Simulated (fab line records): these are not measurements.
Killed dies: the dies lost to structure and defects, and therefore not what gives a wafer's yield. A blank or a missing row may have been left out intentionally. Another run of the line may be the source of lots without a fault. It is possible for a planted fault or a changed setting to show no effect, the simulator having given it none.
fab line records	flow nandHarc
[record] lots = 6	wafers = 18	lastDay = 23
route steps=1159 shown A_SGD_CUT@773 A_SLIT@779 END@1159
lots that met no fault: from a run of the same line without faults
startH: start of the lot's first displayed wafer, in hours after the record's first day	waitH: time in hours since the lot's previous step	" as in the row above	L1.1+2: a single row standing in for several wafers	- either no value or no given start	* or withheld: withheld	< > ~ a bound
route shown NAME@n: NAME is a module with steps in the file, n the number in the route of the first one	usual: mean and standard deviation over wafers with no fault	same: alike in all rows	chamber/n: place in a boat	sites: readings site by site	_std_site: how widely they spread, as a standard deviation	_edge_site: mean of outer sites minus mean of inner sites	radiusMm: how far each site lies from the wafer's centre	mask NAME#n: copy n	behind: tool/chamber where the wafer was last shaped	hold: what put the lot on hold/how long, in hours/how the hold closed	device: transistor that didn't switch, given as n, p or np	end of line: the tests these same wafers got at the end of their route	for a step that has no rows: nothing shown but its recipe	killed: dies lost to structure and defects at the first sort, not the wafer's yield	map: dies across one wafer; x = killed, . = not, _ = none there
set.NAME: the setting that was run; set.NAME@STEP: the one run at that earlier step	model.NAME: the simulator's own value behind a step, which no gauge read
certain route steps with their lots: each step a table, each wafer a row
services: when a tool's chamber went out of use (startH, in hours from the record's first day, below 0 if earlier), for how many hours, and the reason
[[steps]]
[step NHARC_A_SGD_CUT_THK_MEAS_22]
[recipe] thkMeasGauge = ellipsometry
[usual] thkNm = 148.0/1.6
lot.wafer	tool	chamber	startH	waitH	thkNm
L172.1	filmMetro-02	-	321.71	0.2	147.3
L172.4	"	-	"	"	147.5
L172.6	"	-	"	"	148.4
L177.1	filmMetro-02	-	358.52	0.2	148.6
L177.3	"	-	"	"	146.3
L177.4	"	-	"	"	149.0
L184.1	filmMetro-02	-	386.15	0.2	145.0
L184.3	"	-	"	"	148.9
L184.6	"	-	"	"	146.1
L182.1	filmMetro-02	-	392.15	0.2	147.5
L182.2	"	-	"	"	150.1
L182.6	"	-	"	"	150.1
L181.1	filmMetro-02	-	398.12	0.2	147.6
L181.2	"	-	"	"	149.0
L181.4	"	-	"	"	145.6
L191.1	filmMetro-01	-	435.43	0.2	149.7
L191.2	"	-	"	"	147.3
L191.4	"	-	"	"	147.3
[step NHARC_A_SGD_CUT_SRD_23]
[step NHARC_A_SGD_CUT_ETCH_26]
[recipe] targetDepthA = 458	chemistry = dHF	material = SiO2
[step NHARC_A_SGD_CUT_ETCHBACK_24]
[recipe] targetDepthA = 500	overEtchFrac = 0.3	timeS = 92.857	ionEnergyEv = 120	ch3fFlowSccm = 50	o2FlowSccm = 30	arFlowSccm = 200	rfW = 500	biasW = 100	chemistry = CH3F/O2
[usual] biasW = 99.98/0.28	drypumpMotorCurrentA = 5.7/0.32	oesProductAu = 0.98/0.036	rfVppV = 245.0/1.8	showerheadPlenumPTorr = 2.50/0.12	throttleValvePct = 20.665/0.0092
lot.wafer	tool	chamber	startH	waitH	biasW	drypumpMotorCurrentA	oesProductAu	rfHoursCounterH	rfVppV	showerheadPlenumPTorr	throttleValvePct
L172.1	rieDiel-05	0	321.98	0.2	99.68	6.1	0.96	10	243.7	2.50	20.663
L172.6	"	3	"	"	99.98	5.3	0.97	-	241.5	2.30	20.667
L172.4	"	0	"	"	99.74	6.1	0.98	-	245.5	2.50	20.662
L177.3	rieDiel-11	0	358.74	0.2	99.61	5.3	0.99	14	245.3	2.55	20.664
L177.1	"	2	"	"	99.51	5.8	1.00	17	247.0	2.63	20.663
L177.4	"	3	"	"	99.69	6.4	1.02	16	247.4	2.62	20.658
L184.1	rieDiel-11	0	386.37	0.2	100.01	5.4	1.02	0	246.0	2.55	20.654
L184.3	"	2	"	"	99.39	5.8	1.02	1	246.4	2.63	20.681
L184.6	"	1	"	"	99.88	5.7	1.00	-	243.2	2.34	20.677
L182.1	rieDiel-11	1	392.41	0.2	100.06	5.7	1.00	1	241.7	2.34	20.656
L182.2	"	0	"	"	99.65	5.4	1.02	1	245.9	2.55	20.660
L182.6	"	1	"	"	100.18	5.7	1.01	-	244.5	2.34	20.663
L181.1	rieDiel-11	1	398.36	0.1	100.14	5.7	1.00	1	243.7	2.34	20.678
L181.2	"	2	"	"	100.01	5.8	1.02	1	247.5	2.63	20.654
L181.4	"	3	"	"	100.25	6.4	1.01	1	247.4	2.62	20.665
L191.4	rieDiel-05	0	435.65	0.2	99.40	6.0	0.93	7	246.2	2.50	20.667
L191.2	"	1	"	"	99.99	5.7	0.94	6	244.0	2.50	20.665
L191.1	"	3	"	"	100.08	5.3	0.93	7	241.7	2.30	20.668
[step NHARC_A_SGD_CUT_STRIP_28]
[recipe] timeS = 20	o2FlowSccm = 500	arFlowSccm = 0	biasW = 0	chemistry = O2
[usual] drypumpMotorCurrentA = 5.7/0.33	oesProductAu = 1.003/0.011	rfVppV = 58.0/0.89	showerheadPlenumPTorr = 3.59/0.17	throttleValvePct = 17.036/0.0088
[same] biasW = 0
lot.wafer	tool	chamber	startH	waitH	drypumpMotorCurrentA	oesProductAu	rfHoursCounterH	rfVppV	showerheadPlenumPTorr	throttleValvePct
L172.1	rieDiel-05	3	322.11	0.1	5.3	0.995	10	58.9	3.31	17.018
L172.6	"	3	"	"	5.3	0.993	-	57.8	3.31	17.036
L172.4	"	0	"	"	6.0	1.003	-	58.1	3.59	17.042
L177.1	rieDiel-11	2	-	-	5.8	0.989	17	57.8	3.77	17.029
L177.3	"	3	"	"	6.4	1.010	16	58.2	3.75	17.039
L177.4	"	0	"	"	5.4	0.986	14	57.8	3.65	17.030
L184.3	rieDiel-11	1	-	-	5.7	1.004	1	58.4	3.36	17.043
L184.1	"	3	"	"	6.4	1.017	0	57.7	3.75	17.027
L184.6	"	2	"	"	5.8	1.009	-	58.5	3.77	17.033
L182.1	rieDiel-11	0	-	-	5.4	1.007	1	58.4	3.65	17.038
L182.2	"	1	"	"	5.7	1.007	1	58.4	3.36	17.046
L182.6	"	3	"	"	6.4	1.020	-	57.8	3.75	17.029
L181.2	rieDiel-11	0	-	-	5.4	1.013	1	56.4	3.65	17.042
L181.4	"	2	"	"	5.8	1.021	2	59.4	3.77	17.033
L181.1	"	3	"	"	6.4	1.010	1	58.9	3.75	17.034
L191.1	rieDiel-05	1	-	-	5.8	0.996	6	58.6	3.59	17.048
L191.2	"	2	"	"	5.5	1.006	5	57.5	3.77	17.025
L191.4	"	0	"	"	6.0	0.991	7	55.8	3.59	17.029
[step NHARC_A_SGD_CUT_INSPECT_25]
[usual] rawDefectCount = 302/70
lot.wafer	tool	chamber	startH	waitH	rawDefectCount
L172.1	defectInspect-01	-	322.22	-	216
L172.4	"	-	"	"	396
L172.6	"	-	"	"	317
L177.1	defectInspect-01	-	358.98	-	322
L177.3	"	-	"	"	280
L177.4	"	-	"	"	306
L184.1	defectInspect-02	-	386.61	-	275
L184.3	"	-	"	"	436
L184.6	"	-	"	"	323
L182.1	defectInspect-01	-	392.77	-	270
L182.2	"	-	"	"	245
L182.6	"	-	"	"	358
L181.1	defectInspect-02	-	398.59	-	268
L181.2	"	-	"	"	381
L181.4	"	-	"	"	505
L191.1	defectInspect-02	-	435.90	-	384
L191.2	"	-	"	"	367
L191.4	"	-	"	"	360
[step NHARC_A_SLIT_DEP_25]
[recipe] targetThkA = 2000	tempC = 400	pressureTorr = 6.5	rfW = 900	teosFlowSccm = 161.4	flowSccm = 2650	targetThkNm = 200	gas = O2	material = SiO2
[usual] heaterPowerW = 558/92	showerheadVppV = 1858/110	throttleValvePct = 15.6/0.51
lot.wafer	tool	chamber	startH	waitH	heaterPowerW	showerheadVppV	throttleValvePct
L172.1	pecvd-04	1	322.29	0.1	644	1837	16.2
L172.6	"	2	"	"	542	1774	15.5
L172.4	"	0	"	"	561	2025	15.8
L177.1	pecvd-02	1	359.05	0.1	569	1822	15.2
L177.3	"	0	"	"	430	1961	16.0
L177.4	"	2	"	"	473	1733	14.9
L184.3	pecvd-02	1	387.13	0.5	559	1835	15.2
L184.1	"	2	"	"	480	1742	14.9
L184.6	"	0	"	"	411	1965	16.2
L182.2	pecvd-02	2	392.84	0.1	462	1779	15.1
L182.1	"	1	"	"	496	1822	15.0
L182.6	"	1	"	"	517	1802	15.2
L181.1	pecvd-04	2	398.70	0.1	470	1833	15.3
L181.2	"	0	"	"	562	2040	15.9
L181.4	"	2	"	"	486	1797	15.2
L191.2	pecvd-02	1	435.97	0.1	526	1780	15.2
L191.1	"	0	"	"	480	1993	16.2
L191.4	"	1	"	"	537	1831	15.5
[step NHARC_A_SLIT_DEP_00]
[recipe] targetThkA = 32000	tempC = 400	material = aC
[usual] throttleValvePct = 34.999/0.0089
lot.wafer	tool	chamber	startH	waitH	throttleValvePct
L172.1	aclDep-02	0	322.63	-	35.004
L172.4	"	0	"	"	34.999
L172.6	"	0	"	"	35.000
L177.1	aclDep-01	0	362.28	-	35.011
L177.3	"	0	"	"	35.004
L177.4	"	0	"	"	35.001
L184.1	aclDep-03	0	388.07	-	34.988
L184.3	"	0	"	"	34.999
L184.6	"	0	"	"	35.018
L182.1	aclDep-03	0	393.17	-	35.002
L182.2	"	0	"	"	34.990
L182.6	"	0	394.80	-	35.009
L181.1	aclDep-01	0	399.43	-	34.991
L181.2	"	0	"	"	35.001
L181.4	"	0	"	"	35.004
L191.1	aclDep-02	0	437.86	-	34.997
L191.2	"	0	"	"	35.008
L191.4	"	0	"	"	35.008
[step NHARC_A_SLIT_DEP_23]
[recipe] targetThkA = 1000	targetThkNm = 100	tempC = 400	pressureTorr = 3.5	flowSccm = 200	rfW = 350	material = SiON
[usual] heaterPowerW = 756/100	showerheadVppV = 1153/67
lot.wafer	tool	chamber	startH	waitH	heaterPowerW	showerheadVppV
L172.1	pecvd-02	0	324.70	1.7	645	1241
L172.4	"	1	"	"	668	1136
L172.6	"	2	"	"	578	1092
L177.1	pecvd-03	2	364.30	1.7	774	1237
L177.3	"	1	"	"	819	1079
L177.4	"	2	"	"	798	1238
L184.1	pecvd-03	0	390.14	1.7	927	1101
L184.3	"	0	"	"	965	1092
L184.6	"	1	"	"	812	1081
L182.2	pecvd-02	0	395.14	1.3	699	1245
L182.1	"	2	"	"	651	1102
L182.6	"	0	"	"	687	1227
L181.1	pecvd-02	0	401.41	1.7	708	1255
L181.2	"	1	"	"	779	1147
L181.4	"	0	"	"	701	1240
L191.2	pecvd-04	2	439.85	1.3	782	1140
L191.1	"	0	"	"	745	1256
L191.4	"	1	"	"	915	1153
[step NHARC_A_SLIT_DEHYDRATE_01]
[recipe] tempC = 150	timeS = 120
[step NHARC_A_SLIT_HMDS_02]
[recipe] timeS = 30
[step NHARC_A_SLIT_COAT_03]
[recipe] spinRpm = 1500	resistThkNm = 90
[step NHARC_A_SLIT_SOFTBAKE_04]
[recipe] tempC = 105	timeS = 55
[usual] heaterPowerTotalW = 188.44/0.14
lot.wafer	tool	chamber	startH	waitH	heaterPowerTotalW
L172.1	lithoTrack-06	0	324	-	188.20
L172.4	"	0	"	"	188.31
L172.6	"	0	"	"	188.21
L177.1	lithoTrack-04	0	364	-	188.22
L177.3	"	0	"	"	188.41
L177.4	"	0	"	"	188.28
L184.1	lithoTrack-06	0	390	-	214.54
L184.3	"	0	"	"	214.35
L184.6	"	0	"	"	214.08
L182.1	lithoTrack-04	0	395	-	188.31
L182.2	"	0	"	"	188.63
L182.6	"	0	"	"	188.48
L181.1	lithoTrack-06	0	401	-	214.22
L181.2	"	0	"	"	213.90
L181.4	"	0	"	"	214.07
L191.1	lithoTrack-04	0	440	-	188.35
L191.2	"	0	"	"	188.44
L191.4	"	0	"	"	188.33
[step NHARC_A_SLIT_EBR_05]
[step NHARC_END_SORT_01]
[recipe] tempC = 25
[usual] killedAtArray = 25/9.2	killedAtOther = 0.8/1.2	killedAtPeriphery = 3.9/2.6	killedDies = 30/9.7	killedOpen = 3.4/1.9	killedShort = 2.0/1.4
[same] grossDies = 677
lot.wafer	tool	chamber	startH	waitH	killedAtArray	killedAtOther	killedAtPeriphery	killedDies	killedOpen	killedShort
L177.1	prober-02	0	483.51	2.5	25	5	2	32	0	1
L177.3	prober-02	0	485.10	3.1	32	2	4	38	2	4
L177.4	prober-02	0	485.90	3.4	28	1	2	31	3	3
L184.1	prober-01	0	507.45	2.5	22	0	3	25	5	4
L184.3	prober-01	0	509.03	3.1	34	0	2	36	4	1
L184.6	prober-01	0	511.40	3.9	29	0	2	31	4	2
L182.1	prober-01	0	515.18	2.5	26	1	2	29	1	1
L182.2	prober-01	0	515.98	2.8	27	1	6	34	3	1
L182.6	prober-01	0	519.20	4.0	31	4	5	40	5	1
L181.2	prober-02	0	518.30	2.8	41	1	0	42	3	3
L191.1	prober-02	0	559.47	2.5	26	4	2	32	6	2
L191.2	prober-02	0	560.27	2.8	35	7	2	44	1	0
L191.4	prober-02	0	561.88	3.4	24	1	1	26	1	5
// killed by level:class
L177.1 A_CHANNEL_HOLE_D1:chamberFilmFlake=13 THIN_TSV:chamberFilmFlake=5 A_STAIRCASE:chamberFilmFlake=4 A_CONTACT:chamberFilmFlake=4 P_GATE:chamberFilmFlake=2 A_SLIT:chamberFilmFlake=2 A_WL_FILL:geometricParticle:short=1 A_WL_FILL:chamberFilmFlake=1
L177.3 A_CHANNEL_HOLE_D1:chamberFilmFlake=18 A_STAIRCASE:chamberFilmFlake=4 A_M1:geometricParticle:short=2 A_CHANNEL_FILL_D1:chamberFilmFlake=2 A_SLIT:chamberFilmFlake=2 THIN_TSV:chamberFilmFlake=2 P_GATE:geometricParticle:short=1 A_ONON_D1:geometricParticle:open=1
L177.4 A_CHANNEL_HOLE_D1:chamberFilmFlake=11 A_CONTACT:chamberFilmFlake=3 A_CHANNEL_FILL_D1:geometricParticle:short=2 A_WL_FILL:geometricParticle:open=2 P_ZERO_WELL:chamberFilmFlake=2 A_STAIRCASE:chamberFilmFlake=2 A_SLIT:chamberFilmFlake=2 A_M1:chamberFilmFlake=2
L184.1 A_SLIT:chamberFilmFlake=5 A_STAIRCASE:chamberFilmFlake=4 A_CHANNEL_HOLE_D1:chamberFilmFlake=3 A_WL_FILL:chamberFilmFlake=3 P_M0:geometricParticle:open=2 A_WL_FILL:geometricParticle:short=2 A_CHANNEL_HOLE_D1:geometricParticle:open=1 A_CHANNEL_FILL_D1:geometricParticle:short=1
L184.3 A_SLIT:chamberFilmFlake=17 A_STAIRCASE:chamberFilmFlake=6 A_CHANNEL_HOLE_D1:chamberFilmFlake=4 P_M0:geometricParticle:open=2 A_WL_FILL:chamberFilmFlake=2 A_CONTACT:chamberFilmFlake=2 A_CHANNEL_HOLE_D1:geometricParticle:short=1 A_CHANNEL_HOLE_D1:geometricParticle:open=1
L184.6 A_SLIT:chamberFilmFlake=8 A_STAIRCASE:chamberFilmFlake=7 A_CHANNEL_HOLE_D1:chamberFilmFlake=4 A_WL_FILL:chamberFilmFlake=3 A_M0:geometricParticle:open=2 P_M2:geometricParticle:open=1 A_SGD_CUT:geometricParticle:short=1 A_WL_FILL:geometricParticle:short=1
L182.1 A_SLIT:chamberFilmFlake=11 A_CHANNEL_HOLE_D1:chamberFilmFlake=7 A_CONTACT:chamberFilmFlake=5 A_STAIRCASE:chamberFilmFlake=2 P_M0:geometricParticle:short=1 A_SGD_CUT:geometricParticle:open=1 P_GATE:chamberFilmFlake=1 THIN_TSV:chamberFilmFlake=1
L182.2 A_SLIT:chamberFilmFlake=16 A_CONTACT:chamberFilmFlake=5 P_ZERO_WELL:chamberFilmFlake=4 A_CHANNEL_HOLE_D1:chamberFilmFlake=2 A_STAIRCASE:chamberFilmFlake=2 P_CONTACT:geometricParticle:short=1 P_CONTACT:geometricParticle:open=1 A_SLIT:geometricParticle:open=1
L181.2 A_CHANNEL_HOLE_D1:chamberFilmFlake=18 A_SLIT:chamberFilmFlake=9 A_CONTACT:chamberFilmFlake=4 A_WL_FILL:chamberFilmFlake=3 A_ONON_D1:geometricParticle:short=1 A_ONON_D1:geometricParticle:open=1 A_CHANNEL_HOLE_D1:geometricParticle:short=1 A_CONTACT:geometricParticle:open=1
L182.6 A_SLIT:chamberFilmFlake=14 A_CONTACT:chamberFilmFlake=5 THIN_TSV:chamberFilmFlake=4 P_ZERO_WELL:chamberFilmFlake=3 A_CHANNEL_HOLE_D1:chamberFilmFlake=3 A_STAIRCASE:chamberFilmFlake=3 A_ONON_D1:geometricParticle:open=2 A_CONTACT:geometricParticle:open=2
L191.1 A_CHANNEL_HOLE_D1:chamberFilmFlake=16 THIN_TSV:chamberFilmFlake=4 A_CONTACT:geometricParticle:open=2 A_SLIT:chamberFilmFlake=2 A_CONTACT:chamberFilmFlake=2 P_GATE:geometricParticle:short=1 P_M0:geometricParticle:open=1 A_CHANNEL_FILL_D1:geometricParticle:open=1
L191.2 A_CHANNEL_HOLE_D1:chamberFilmFlake=21 A_CONTACT:chamberFilmFlake=7 THIN_TSV:chamberFilmFlake=7 A_SLIT:chamberFilmFlake=3 P_GATE:chamberFilmFlake=2 A_ZERO_WELL:chamberFilmFlake=2 A_CHANNEL_FILL_D1:geometricParticle:open=1 A_STAIRCASE:chamberFilmFlake=1
L191.4 A_CHANNEL_HOLE_D1:chamberFilmFlake=11 A_SLIT:chamberFilmFlake=4 A_CONTACT:chamberFilmFlake=4 A_CHANNEL_FILL_D1:geometricParticle:short=2 P_CONTACT:geometricParticle:short=1 A_ONON_D1:geometricParticle:short=1 A_CHANNEL_FILL_D1:geometricParticle:open=1 A_M0:geometricParticle:short=1
[[services]]
tool	chamber	startH	hours	kind
rieDiel-05	2	308.18	14.5	repair
pecvd-04	-	308.46	0.4	repair
lithoTrack-04	-	316.00	7.0	pm
rieDiel-11	0	321.04	-	clean
rieDiel-11	1	321.04	-	clean
rieDiel-11	2	321.04	-	clean
rieDiel-11	3	321.04	-	clean
pecvd-02	-	334.30	13.0	pm
rieDiel-11	0	337.08	7.0	repair
rieDiel-05	-	340.60	9.0	pm
rieDiel-11	0	345.71	-	clean
rieDiel-11	1	345.71	-	clean
rieDiel-11	2	345.71	-	clean
rieDiel-11	3	345.71	-	clean
aclDep-02	-	349.60	13.0	pm
rieDiel-11	1	364.91	8.4	repair
rieDiel-11	-	366.50	9.0	pm
rieDiel-11	0	366.50	9.0	ventCycle
rieDiel-11	2	366.50	9.0	ventCycle
rieDiel-11	3	366.50	9.0	ventCycle
rieDiel-11	0	375.50	-	clean
rieDiel-11	1	375.50	-	clean
pecvd-04	-	376.00	13.0	pm
aclDep-03	-	406.05	13.0	pm
[[key]]
[firstSign] step = NHARC_A_SLIT_SOFTBAKE_04	reading = heaterPowerTotalW	direction = up	sigmas = 99+	usual = *	struck = *
effect none on later readings
metAt NHARC_A_SLIT_SOFTBAKE_04
struckWafers L181.1,L181.2,L181.4,L184.1,L184.3,L184.6
testerLeftOut L181,L184
onsetBetween 324 390
[fault] kind = processParameterDrift	tool = lithoTrack-06	chamber = -	onsetH = 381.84	steps = NHARC_A_SLIT_SOFTBAKE_04	channel = timeS	offset = *	shape = step	endH = 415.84	actsIn = *	stated = *
// testerLeftOut: of these lots the tester's yield and bins aren't shown, on N5 and GAA mostly nor the transistor test; their killed dies are dies lost to structure and defects alone, not to doping, threshold or leakage, so they don't give the yield
